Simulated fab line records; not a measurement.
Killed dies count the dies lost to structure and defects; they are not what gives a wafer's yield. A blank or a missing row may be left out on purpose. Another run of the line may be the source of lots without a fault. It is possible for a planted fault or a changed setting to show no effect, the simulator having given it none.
Chamber matching -- flow nand_harc -- rie_diel-12 running NHARC_A_CONTACT_ETCH_92: 4 sister chambers
The step etches the open film in CH3F/O2, target depth 40 nm, time 85.7 s. 8 wafers are shown with their chamber, then 12 later ones without.

## EACH WAFER AND ITS CHAMBER
wafer,chamber,showerhead_plenum_p_Torr (Torr),drypump_motor_current_A (A)
L086.5,3,2.57,5.2
L085.1,0,2.42,5.4
L085.3,3,2.57,5.3
L089.5,2,2.61,6.3
L089.6,1,2.54,6.2
L088.3,1,2.53,6.2
L088.4,2,2.61,6.3
L088.6,0,2.42,5.4

## WAFERS MISSING THEIR CHAMBER
wafer,showerhead_plenum_p_Torr (Torr),drypump_motor_current_A (A)
L090.1,2.53,6.2
L090.2,2.61,6.3
L090.3,2.42,5.4
L092.1,2.53,6.2
L092.3,2.42,5.4
L092.4,2.61,6.3
L095.2,2.42,5.4
L095.4,2.56,5.3
L095.6,2.61,6.3
L097.1,2.56,5.2
L097.2,2.42,5.4
L097.3,2.53,6.3

## CHAMBER TAKEN BY EACH
wafer,from the rows above,in truth
L090.1,1,1
L090.2,2,2
L090.3,0,0
L092.1,1,1
L092.3,0,0
L092.4,2,2
L095.2,0,0
L095.4,3,3
L095.6,2,2
L097.1,3,3
L097.2,0,0
L097.3,1,1
Correct placement for 12 of the 12. Can't be placed from these rows: 0. Number placed wrongly: 0.
How it was worked out, from the rows above alone: a wafer's distance from a chamber is the root of the sum, over the readings, of the square of ((its reading less the chamber's mean) divided by the reading's scatter). The wafer belongs to the nearest chamber; if the next one is less than 2 further off, it can't be placed. The mean given for a chamber averages the wafers shown for that chamber. How the scatter is found: for the shown wafers, subtract from each reading the mean of its chamber, square and add these, divide the total by (wafers less chambers), then take the root.
